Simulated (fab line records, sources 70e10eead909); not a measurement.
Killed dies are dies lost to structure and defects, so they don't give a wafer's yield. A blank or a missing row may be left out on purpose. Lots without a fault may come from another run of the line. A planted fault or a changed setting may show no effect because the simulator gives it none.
Chamber matching | flow nand_harc | NHARC_A_CONTACT_DESCUM_74 on rie_diel-07: 4 sister chambers
The step chemistry O2, time 3 s. 8 wafers are shown with their chamber, then 7 later ones without.

WAFERS WITH THEIR CHAMBER
wafer  | chamber | showerhead_plenum_p_Torr (Torr) | drypump_motor_current_A (A)
L816.5 | 2       | 1.88                            | 6.0
L818.1 | 2       | 1.87                            | 6.0
L818.5 | 0       | 2.07                            | 5.9
L821.1 | 3       | 1.78                            | 5.6
L825.2 | 3       | 1.78                            | 5.5
L825.4 | 0       | 2.07                            | 5.9
L831.1 | 1       | 1.90                            | 5.9
L831.5 | 1       | 1.90                            | 5.9

WAFERS WITHOUT THEIR CHAMBER
wafer  | showerhead_plenum_p_Torr (Torr) | drypump_motor_current_A (A)
L831.6 | 2.07                            | 5.9
L833.2 | 1.90                            | 5.9
L833.5 | 1.90                            | 5.9
L833.6 | 2.06                            | 5.9
L835.2 | 2.06                            | 5.9
L835.3 | 1.90                            | 5.9
L835.6 | 1.87                            | 6.0

WHICH CHAMBER EACH WENT THROUGH
wafer  | from the rows above | in truth
L831.6 | 0                   | 0
L833.2 | 1                   | 1
L833.5 | 1                   | 1
L833.6 | 0                   | 0
L835.2 | 0                   | 0
L835.3 | 1                   | 1
L835.6 | 2                   | 2
Placed correctly: 7 of 7. Can't be placed from these rows: 0. Placed wrongly: 0.
How it was worked out, from the rows above alone: a wafer's distance from a chamber is the root of the sum, over the readings, of the square of ((its reading less the chamber's mean) divided by the reading's scatter). The wafer belongs to the nearest chamber; if the next one is less than 2 further off, it can't be placed. A chamber's mean is the mean of its shown wafers. The scatter: the root of (the sum of the squares of (reading less its chamber's mean) over the shown wafers, divided by (wafers less chambers)).
